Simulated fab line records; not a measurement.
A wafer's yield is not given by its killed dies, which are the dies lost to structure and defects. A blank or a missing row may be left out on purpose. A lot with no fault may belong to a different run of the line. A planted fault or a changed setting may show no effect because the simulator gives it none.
Chamber matching    flow n5_finfet    rie_diel-01 running N5_SDB_ETCH_25: 4 sister chambers
The step etches SiO2 in C4F6/O2, target depth 10 nm, time 3.3 s. 8 wafers are shown with their chamber, then 7 later ones without.

## WAFERS WITH THEIR CHAMBER
wafer   chamber  throttle_valve_pct (%)  oes_ar_750_au (a.u.)
L075.6  0        21.55                   0.73
L078.6  3        20.74                   0.83
L080.6  2        20.88                   0.80
L083.1  2        20.90                   0.80
L083.2  3        20.76                   0.83
L083.3  0        21.56                   0.72
L089.1  1        21.33                   0.70
L089.5  1        21.33                   0.70

## WAFERS WHOSE CHAMBER IS MISSING
wafer   throttle_valve_pct (%)  oes_ar_750_au (a.u.)
L089.6  21.61                   0.71
L091.2  21.58                   0.71
L091.5  21.59                   0.71
L091.6  20.80                   0.81
L092.1  21.59                   0.71
L092.2  20.80                   0.80
L092.4  20.92                   0.78

## EACH ONE'S CHAMBER
wafer   from the rows above      in truth
L089.6  0                        0
L091.2  0                        0
L091.5  0                        0
L091.6  can't be placed: 3 or 2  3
L092.1  0                        0
L092.2  can't be placed: 2 or 3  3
L092.4  2                        2
Correctly placed: 5 of 7. Can't be placed from these rows: 2 (the true chamber is among the candidates in 2). Placed wrongly: 0.
How it was worked out, from the rows above alone: a wafer's distance from a chamber is the root of the sum, over the readings, of the square of ((its reading less the chamber's mean) divided by the reading's scatter). The wafer belongs to the nearest chamber; if the next one is less than 2 further off, it can't be placed. A chamber's mean is the mean of its shown wafers. How the scatter is found: for the shown wafers, subtract from each reading the mean of its chamber, square and add these, divide the total by (wafers less chambers), then take the root.
